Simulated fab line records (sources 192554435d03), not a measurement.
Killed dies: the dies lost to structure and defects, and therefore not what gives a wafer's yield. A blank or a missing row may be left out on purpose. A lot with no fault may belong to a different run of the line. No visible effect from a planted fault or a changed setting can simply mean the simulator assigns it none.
A struck lot beside a sound one    flow n5-finfet    39 out of 1938 route steps
Sound: the wafers L526.3, L526.4, L526.6. Struck: wafer L530.1 (left out: L530.3, L530.4 of the same lot, which were not struck); the cause appears at the end.
At each step with rows: each side's tool, then ch and its chambers, then its first start. Under that, the readings that differ: sound wafers    struck wafers    difference of the means    sigmas: that difference in standard deviations of wafers without a fault.
alike: a reading whose means differ by less than 2 such deviations, as well as words and numbers matching on both sides. not compared: withheld readings; readings where some wafer has no value; bounds like >300 that might hide an equal value; numbers whose values overlap and for which the record gives no deviation.
Wherever a step has rows on one side only, a row that says differs or no value, or a row with sigmas, the two part there. When numbers do not overlap yet have no deviation, they are printed without sigmas and do not part them. Lack of a reading on every wafer of one side parts them only where that side has two or more wafers.

first, 9 steps without rows for these wafers: N5_BEOL_M4_ANNEAL_95 (time 240 s); N5_BEOL_M4_SPUTTER_96 (material Cu, target thk 4.5 nm, time 8.29 s); N5_BEOL_M4_ECD_50 (material Cu, target thk 300 nm); N5_BEOL_M4_ANNEAL_51 (time 90 s); N5_BEOL_M4_CMP_52 (polishes, stops on SiOC, t overpolish 6.8 s, target thk 40 nm); N5_BEOL_M4_PRE_CLEAN_60 (time 15 s); N5_BEOL_M4_CO_CAP_55 (material Co, precursor CCTBA/H2, target thk 2 nm, time 102.1 s); N5_BEOL_M4_PRE_CLEAN_56 (time 15 s); N5_BEOL_M4_DEP_57 (deposits SiCN from 3MS/NH3, target thk 8 nm, time 14 s).
N5_BEOL_M4_RC_MEAS_101:
  sound on prober-02 ch 0, day 11 17:20; struck on prober-01 ch 0, day 12 19:22
reading         sound           struck  difference  sigmas
IOFF_P (nA/um)  0.56 0.23 0.24  0.17    -0.17       -3
ION_N (uA/um)   724 690 683     655     -44         -3
ION_P (uA/um)   496 476 472     441     -40         -4
VT_N (mV)       236 250 247     254     +10         +2
VT_P (mV)       -235 -245 -243  -254    -13         -4
  alike: DIBL_N, DIBL_P, IOFF_N, SS_N, SS_P
then, 24 steps without rows for these wafers: N5_BEOL_M5_ILD_DEP_00 (deposits SiCOH lowk from DEMS/porogen, target thk 140.64 nm, time 25.9 s); N5_BEOL_M5_CURE_79 (cures SiCOH lowk, time 240 s); N5_BEOL_M5_PECVD_70 (deposits SiO2 from TEOS/O2, target thk 16 nm, time 18 s); N5_BEOL_M5_HM_DEP_02 (deposits TiN, target thk 20 nm); N5_BEOL_M5_COAT_59 (time 60 s, resist thk 60 nm); N5_BEOL_M5_COAT_60 (time 60 s, resist thk 12 nm); N5_BEOL_M5_COAT_71 (time 60 s, resist thk 5 nm); N5_BEOL_M5_COAT_05 (resist thk 30 nm); N5_BEOL_M5_EBR_07; N5_BEOL_M5_SOFTBAKE_06 (time 60 s); N5_BEOL_M5_EXPOSE_08 (exposes mask M5, target cd 28 nm); N5_BEOL_M5_PEB_09 (peb time 60 s); N5_BEOL_M5_DEVELOP_10 (develop time 30 s); N5_BEOL_M5_DESCUM_16 (chemistry O2, time 7 s); N5_BEOL_M5_ETCH_72 (etches underlayer in N2/H2, target depth 6.5 nm, time 5.2 s); N5_BEOL_M5_ETCH_61 (etches SiARC in CF4, target depth 15.6 nm, time 26 s); N5_BEOL_M5_ETCH_62 (etches SOC in N2/H2, target depth 75 nm, overetch 15 nm, time 112.5 s); N5_BEOL_M5_STRIP_63 (strips in N2/H2); N5_BEOL_M5_STRIP_73 (strips in N2/H2); N5_BEOL_M5_STRIP_64 (strips in CF4); N5_BEOL_M5_HM_OPEN_17 (chemistry Cl2/BCl3, target TiN, target depth 20 nm, overetch 6 nm); N5_BEOL_M5_STRIP_19 (strips in O2); N5_BEOL_M5_COAT_65 (time 60 s, resist thk 60 nm); N5_BEOL_M5_COAT_66 (time 60 s, resist thk 12 nm).
N5_BEOL_M9_HM_OPEN_17: chemistry Cl2/BCl3, target TiN, target depth 20 nm, overetch 6 nm.
  sound on rie-metal-03 ch 0,1, day 13 12:54; struck on rie-metal-01 ch 1, day 14 19:14
reading                                   sound              struck  difference                    sigmas
rf-hours-counter-h (h)                    - - -              51      no value on the sound wafers  
model.etch.depth-nm (nm)                  20.19 20.42 20.26  16.49   -3.80                         
model.SOC_of_BEOL_M9_COAT_59.thk-nm (nm)  91.8 91.6 91.6     94.8    +3.1                          
  alike: drypump-motor-current-A, oes_ar_750_au, oes-product-au, throttle-valve-pct
N5_BEOL_M9_VIA_ETCH_34: etches SiCOH lowk in C4F6/O2, target depth 182.4 nm, time 68.4 s.
  sound on rie-diel-04 ch 0,1,2, day 13 14:14; struck on rie-diel-04 ch 3, day 14 22:07
reading                sound           struck  difference  sigmas
oes-product-au (a.u.)  0.92 0.69 0.82  0.32    -0.49       -6
  alike: O2_flow_sccm, drypump-motor-current-A, oes_ar_750_au, rf-vpp-V, showerhead-plenum-p-Torr, throttle-valve-pct
  not compared: rf-hours-counter-h
N5_BEOL_M9_OCD_MEAS_38:
  sound on ocd-01 at day 13 14:31; struck on ocd-01 at day 14 22:24
reading               sound        struck  difference  sigmas
trench-depth-nm (nm)  149 148 148  21      -127        -40
N5_BEOL_M9_THK_MEAS_53: measures by xrf.
  sound on film-metro-01 at day 13 16:33; struck on film-metro-01 at day 15 00:54
  not compared: M9_THK
-- the record jumps here: 3 days lie between the struck wafers' starts before and after (it left off in module BEOL_M9 and takes up again in module PASSIVATION, whose first step shown is number 1936 of the route) --
N5_PASSIVATION_PROBE_49:
  sound on prober-02 at day 16 19:29; struck on prober-02 at day 17 13:36
reading                   sound           struck  difference  sigmas
defect-limited-yield (%)  91.4 90.8 92.4  13.9    -77.6       -55
killed_at_M4_up           14 12 15        935     +921        +99 or more
killed-dies               102 108 90      1016    +916        +57
killed-on-rim             18 16 14        152     +136        +34
sort_bin_4_leakage (%)    23.2 0 0        0       -8          -4
sort_bin_5_function (%)   4.7 4.9 4.7     83.6    +78.8       +89
sort-n-pass               804 1072 1090   164     -825        -29
sort-yield-pct (%)        68.1 90.8 92.4  13.9    -69.9       -29
  alike: killed_at_M0_to_M3, killed-at-contacts, killed-at-front-end, killed-at-other, killed-open, killed-short, sort_bin_6_memory

== WHERE THEY PART ==
First at N5_BEOL_M4_RC_MEAS_101; last, within this record, at N5_PASSIVATION_PROBE_49.

WHY: whatever the simulator had introduced
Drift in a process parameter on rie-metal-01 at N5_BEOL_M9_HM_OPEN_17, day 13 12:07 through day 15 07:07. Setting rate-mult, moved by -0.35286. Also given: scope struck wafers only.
